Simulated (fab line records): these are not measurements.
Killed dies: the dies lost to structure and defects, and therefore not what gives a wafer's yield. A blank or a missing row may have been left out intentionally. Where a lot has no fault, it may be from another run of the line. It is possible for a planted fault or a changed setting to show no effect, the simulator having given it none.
Split-lot trial -- flow n5 finfet -- 21 wafers read across 7 lots, on a route 1938 steps long

== ON THE SPLIT ==
At N5_BEOL_M1_ALD_98 (deposits SiO2, target thk 2.5 nm, pulse time 1 s, co reactant pulse time 1 s), the setting ald cycles was moved away from the recipe's 17 on 4 of the 21 wafers read, by -11.8% to +11.8%. For the rest of the wafers, this setting stayed at what the recipe calls for.

The reading is taken at the split's own step.

== THE READING ==
SiO2_of_BEOL_M1_ALD_98.thk nm (the simulator's own value, which no gauge read), in nm, at N5_BEOL_M1_ALD_98 (deposits SiO2, target thk 2.5 nm, pulse time 1 s, co reactant pulse time 1 s). The file does not state a usual value for it. Across the 17 wafers here that went through the recipe, the average is 2.5 nm and the standard deviation 0.091 nm.

wafer,"tool, chamber at the split",ald cycles as run,against the recipe,"SiO2_of_BEOL_M1_ALD_98.thk nm, nm",against lot-mates on the recipe
L074.1,"ald sin-01, 2",19,+11.8%,2.8,+0.2
L074.2,"ald sin-01, 1,3",17,recipe,2.6,-
L074.4,"ald sin-01, 1,3",17,recipe,2.6,-
L077.1,"ald sin-04, 1,3",15,-11.8%,2.2,-0.4
L077.5,"ald sin-04, 1,3",15,-11.8%,2.2,-0.4
L077.6,"ald sin-04, 2",17,recipe,2.6,-
L079.1,"ald sin-04, 3,1,2",17,recipe,2.6,-
L079.2,"ald sin-04, 3,1,2",17,recipe,2.6,-
L079.3,"ald sin-04, 3,1,2",17,recipe,2.6,-
L080.1,"ald sin-04, 2,1,0",17,recipe,2.4,-
L080.4,"ald sin-04, 2,1,0",17,recipe,2.4,-
L080.6,"ald sin-04, 2,1,0",17,recipe,2.4,-
L084.2,"ald sin-01, 1,3,3",17,recipe,2.6,-
L084.3,"ald sin-01, 1,3,3",17,recipe,2.6,-
L084.6,"ald sin-01, 1,3,3",17,recipe,2.6,-
L090.2,"ald sin-02, 1,2,0",17,recipe,2.6,-
L090.4,"ald sin-02, 1,2,0",17,recipe,2.6,-
L090.5,"ald sin-02, 1,2,0",17,recipe,2.6,-
L092.1,"ald sin-04, 2",19,+11.8%,2.8,+0.4
L092.2,"ald sin-04, 0,1",17,recipe,2.4,-
L092.3,"ald sin-04, 0,1",17,recipe,2.4,-
Rows listing several chambers each stand for several wafers; the file does not say which wafer went through which chamber.

FIT RESULTS
A straight line over all 21 wafers: SiO2_of_BEOL_M1_ALD_98.thk nm changes by +0.0255 nm for each +1% of ald cycles; r = +0.84; the points scatter about the line by 0.088 nm.
The same after taking each lot's own level away (the mean of its wafers on the recipe; 21 wafers): +0.0297 nm for each +1%; r = +0.97; scatter 0.038 nm.
On that fit, the largest move of ald cycles shifts the reading by 0.35 nm.
Across the lots, their own levels run from 2.40 to 2.60 nm, a range of 2.2 times the standard deviation given above.
Hence the slope depends on the lot-to-lot level, as the two fits are not the same.
Check: +0.4 nm against its lot-mates is what the line predicts for one of the wafers moved furthest among these (+11.8%) when that wafer is left out of the fit. Against them it came out at +0.2 nm.

== OTHER SPLITS ON THESE WAFERS ==
Other splits were also applied to these wafers ahead of the reading. Each is held against what the fit with the lots' levels taken away leaves over:
other split on the same wafers,wafers away from the commonest value,r with SiO2_of_BEOL_M1_ALD_98.thk nm (lot level and that fit taken away)
N5_BEOL_M0_TRENCH_ETCH_107 target depth a,9,-0.18
N5_BEOL_M0_ETCH_109 bias w,7,+0.04

== FILE'S OWN FIT ==
SiO2_of_BEOL_M1_ALD_98.thk nm changes by +0.0283 nm for each +1% of ald cycles, r = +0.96.
